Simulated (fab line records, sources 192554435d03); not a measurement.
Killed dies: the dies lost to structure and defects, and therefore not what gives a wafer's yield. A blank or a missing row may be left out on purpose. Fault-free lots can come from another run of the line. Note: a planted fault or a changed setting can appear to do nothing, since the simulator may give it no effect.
The tool behind it: which one? ; flow n5Finfet ; Sampling: 9 lots, 27 wafers, 6 of 1938 route steps

WHAT THE GAUGES SHOWED, per wafer
N5_WELL_APT_CD_MEAS_08 targets a cd of 200 nm. Usual: 200.8 nm for cdNm, sd 1.8.
lot;measured;on;cdNm (nm);flag
L596;day 1 19:43;cdSem-01;202.2 201.8 201.6;
L597;day 2 01:50;cdSem-02;199.4 203.9 199.7;
L605;day 4 01:36;cdSem-02;192.3 192.8 192.4;OFF
L606;day 4 07:52;cdSem-02;193.2 192.1 193.0;OFF
L607;day 4 13:49;cdSem-01;197.5 200.7 201.4;
L608;day 4 19:34;cdSem-01;201.3 202.6 201.2;
L610;day 5 07:55;cdSem-02;200.9 198.5 197.8;
L615;day 6 13:51;cdSem-02;200.0 203.4 197.6;
L616;day 6 19:47;cdSem-01;201.4 201.2 201.3;

N5_WELL_APT_OVL_MEAS_09. Usual: NWELL_OVL typically reads -4 nm, with standard deviation 6.1.
lot;measured;on;NWELL_OVL (nm);flag
L596;day 1 19:44;overlay-01;4 1 1;
L597;day 2 01:52;overlay-02;2 -12 -8;
L605;day 4 01:38;overlay-01;1 -8 -10;
L606;day 4 07:53;overlay-02;-4 -12 -9;
L607;day 4 13:50;overlay-02;-17 -6 -6;
L608;day 4 19:35;overlay-01;-3 0 3;
L610;day 5 07:56;overlay-02;-5 -1 -3;
L615;day 6 13:53;overlay-01;-2 5 7;
L616;day 6 19:49;overlay-02;7 1 -8;

N5_WELL_APT_INSPECT_27: inspects for defects (macro). Usual: 2.2 for rawDefectCount, sd 1.3.
lot;measured;on;rawDefectCount;flag
L596;day 1 20:53;defectInspect-01;0 1 2;
L597;day 2 03:08;defectInspect-01;2 3 4;
L605;day 4 02:47;defectInspect-02;1 1 3;
L606;day 4 09:11;defectInspect-01;0 3 1;
L607;day 4 14:59;defectInspect-01;2 1 5;
L608;day 4 20:52;defectInspect-02;1 1 2;
L610;day 5 09:15;defectInspect-01;3 3 1;
L615;day 6 15:10;defectInspect-02;0 2 4;
L616;day 6 21:05;defectInspect-02;3 4 6;

N5_BEOL_M4_RC_MEAS_101. Usual: DIBL_N 37.0 mV/V, standard deviation 2.3; DIBL_P 37.3 mV/V, standard deviation 2.8; IOFF_N 0.17 nA/um, standard deviation 0.046; IOFF_P 0.23 nA/um, standard deviation 0.054; ION_N 675 uA/um, standard deviation 14; ION_P 460 uA/um, standard deviation 9.3; SS_N 71.7 mV/dec, standard deviation 0.73; SS_P 73.6 mV/dec, standard deviation 0.95; VT_N 249 mV, standard deviation 3.9; VT_P -250 mV, standard deviation 3.9.
lot;measured;on;DIBL_N (mV/V);DIBL_P (mV/V);IOFF_N (nA/um);IOFF_P (nA/um);ION_N (uA/um);ION_P (uA/um);SS_N (mV/dec);SS_P (mV/dec);VT_N (mV);VT_P (mV);flag
L596;day 8 02:19;prober-02;37.4 36.8 39.6;37.6 37.4 40.9;0.19 0.17 0.25;0.22 0.22 0.29;677 667 688;457 453 457;72.1 71.1 72.2;73.7 75.0 76.1;250 249 245;-249 -251 -248;
L597;day 8 05:23;prober-02;39.7 36.8 33.8;40.0 37.0 34.2;0.23 0.16 0.13;0.29 0.21 0.18;673 670 662;460 462 458;72.5 71.8 71.0;74.6 74.2 72.5;247 250 250;-249 -252 -252;
L605;day 10 09:41;prober-01;34.9 34.1 34.6;32.9 32.0 33.9;0.14 0.11 0.12;0.19 0.18 0.20;681 654 669;474 455 466;71.4 71.5 71.9;73.1 72.2 72.5;250 257 254;-248 -250 -250;
L606;day 10 19:25;prober-01;37.4 39.7 37.1;35.9 38.7 36.5;0.17 0.21 0.15;0.19 0.24 0.20;670 677 650;458 461 450;71.4 72.4 71.0;73.9 73.9 72.9;247 246 252;-251 -251 -251;
L607;day 11 08:12;prober-02;32.2 39.6 37.6;32.4 41.7 38.2;0.11 0.26 0.19;0.18 0.34 0.26;655 701 678;460 478 465;70.1 71.5 72.0;72.2 75.0 73.4;256 240 247;-253 -244 -245;
L608;day 11 10:53;prober-02;36.1 33.9 37.1;38.2 34.1 38.5;0.19 0.14 0.23;0.28 0.21 0.30;668 673 694;459 458 469;71.0 70.5 71.8;74.4 72.7 74.5;243 251 241;-245 -250 -245;
L610;day 12 11:37;prober-01;36.8 39.9 36.6;37.9 41.1 36.6;0.16 0.19 0.16;0.22 0.27 0.19;677 679 673;459 466 457;71.4 72.4 71.0;72.9 74.2 73.1;249 248 248;-250 -249 -252;
L615;day 13 14:05;prober-01;38.3 36.8 37.2;39.4 38.0 38.0;0.20 0.17 0.18;0.24 0.21 0.22;673 671 666;456 455 455;71.8 72.3 71.8;73.6 72.9 73.7;247 250 248;-251 -252 -250;
L616;day 13 20:28;prober-01;37.8 38.4 40.4;36.6 36.6 38.7;0.16 0.16 0.22;0.20 0.21 0.24;677 656 668;459 444 451;71.3 71.8 72.2;73.3 72.9 73.2;250 253 247;-256 -252 -253;

WHAT TOOL EACH LOT RAN ON (gives the tool, then ch and the chambers of the sampled wafers, and finally the start)
lot;N5_ZERO_LAYER_DESCUM_16;N5_WELL_APT_EXPOSE_05
L596;rieDiel-06 ch 1,2, day 1 18:43;krfScanner-02 ch 0, day 1 19:33
L597;rieDiel-04 ch 1,2,3, day 2 00:50;krfScanner-01 ch 0, day 2 01:40
L605;rieDiel-02 ch 0,3, day 4 00:41;krfScanner-02 ch 0, day 4 01:26
L606;rieDiel-02 ch 0,3, day 4 06:58;krfScanner-02 ch 0, day 4 07:41
L607;rieDiel-04 ch 0,1,2, day 4 12:49;krfScanner-01 ch 0, day 4 13:38
L608;rieDiel-04 ch 0,1,3, day 4 18:41;krfScanner-01 ch 0, day 4 19:23
L610;rieDiel-04 ch 2,3, day 5 06:55;krfScanner-01 ch 0, day 5 07:45
L615;rieDiel-06 ch 1,2,3, day 6 12:51;krfScanner-01 ch 0, day 6 13:41
L616;rieDiel-04 ch 0,1,3, day 6 18:55;krfScanner-01 ch 0, day 6 19:37
- N5_ZERO_LAYER_DESCUM_16: chemistry O2, time 7.9 s.
- N5_WELL_APT_EXPOSE_05: exposes mask NWELL, defocus 0 nm, target cd 200 nm.

WHAT THE TOOLS THEMSELVES READ (means of the sampled wafers that have a number; where no wafer has one, the mark that the record gives instead)
N5_ZERO_LAYER_DESCUM_16. Usual: biasPowerW 20.00 W, standard deviation 0.059; drypumpMotorCurrentA 5.8 A, standard deviation 0.55; oesProductAu 0.76 a.u., standard deviation 0.068; rfVppV 243.5 V, standard deviation 1.4; showerheadPlenumPTorr 2.11 Torr, standard deviation 0.072; throttleValvePct 20.29 %, standard deviation 0.27.
lot;tool;biasPowerW (W);drypumpMotorCurrentA (A);oesProductAu (a.u.);rfVppV (V);showerheadPlenumPTorr (Torr);throttleValvePct (%);flag
L596;rieDiel-06;19.98;5.7;0.86;243.5;2.09;20.06;
L597;rieDiel-04;19.98;5.7;0.74;243.8;2.12;20.19;
L605;rieDiel-02;20.00;6.4;0.72;243.9;2.09;20.25;
L606;rieDiel-02;20.00;6.4;0.72;243.4;2.09;20.25;
L607;rieDiel-04;19.99;5.5;0.75;245.3;2.17;20.19;
L608;rieDiel-04;20.00;5.8;0.74;244.5;2.11;20.19;
L610;rieDiel-04;19.96;5.6;0.71;242.2;2.05;20.39;
L615;rieDiel-06;20.02;5.6;0.84;241.8;2.05;20.20;
L616;rieDiel-04;19.94;5.8;0.72;244.3;2.10;20.22;

N5_WELL_APT_EXPOSE_05. Usual: 20.278 for exposureDoseMJCm2, sd 0.019.
lot;tool;exposureDoseMJCm2;flag
L596;krfScanner-02;20.257;
L597;krfScanner-01;20.273;
L605;krfScanner-02;19.018;OFF
L606;krfScanner-02;19.249;OFF
L607;krfScanner-01;20.287;
L608;krfScanner-01;20.284;
L610;krfScanner-01;20.300;
L615;krfScanner-01;20.279;
L616;krfScanner-01;20.267;

THE ANSWER, worked out from the rows above alone
Rule: take the mean of a lot's wafers that have a number; if it is more than 3 standard deviations from the usual mean, the lot is off. A lot without any number at a reading at which 4 lots or more have one is off too. Where the step has rows for the other lots, those lots are counted as sound. After the gauges, taken in route order, come the tools' own readings; for these a lot's mean is taken, as printed above. At the first step where some lot is off, the reading lying furthest off is the one used; lots without a number count as furthest.
Off: L605, L606 (N5_WELL_APT_CD_MEAS_08, cdNm).
If a tool, at a process step before that reading, ran all the lots that are off and no sound lot after the first of them, it fits. The gauges at N5_WELL_APT_CD_MEAS_08 aren't tried: what is off there is off at N5_WELL_APT_EXPOSE_05 too, on other tools, and a gauge's error can't cause that. 2 tools fit, rieDiel-02 at N5_ZERO_LAYER_DESCUM_16 and krfScanner-02 at N5_WELL_APT_EXPOSE_05, so this cannot tell which one it is.

WHAT THE SIMULATOR PUT IN
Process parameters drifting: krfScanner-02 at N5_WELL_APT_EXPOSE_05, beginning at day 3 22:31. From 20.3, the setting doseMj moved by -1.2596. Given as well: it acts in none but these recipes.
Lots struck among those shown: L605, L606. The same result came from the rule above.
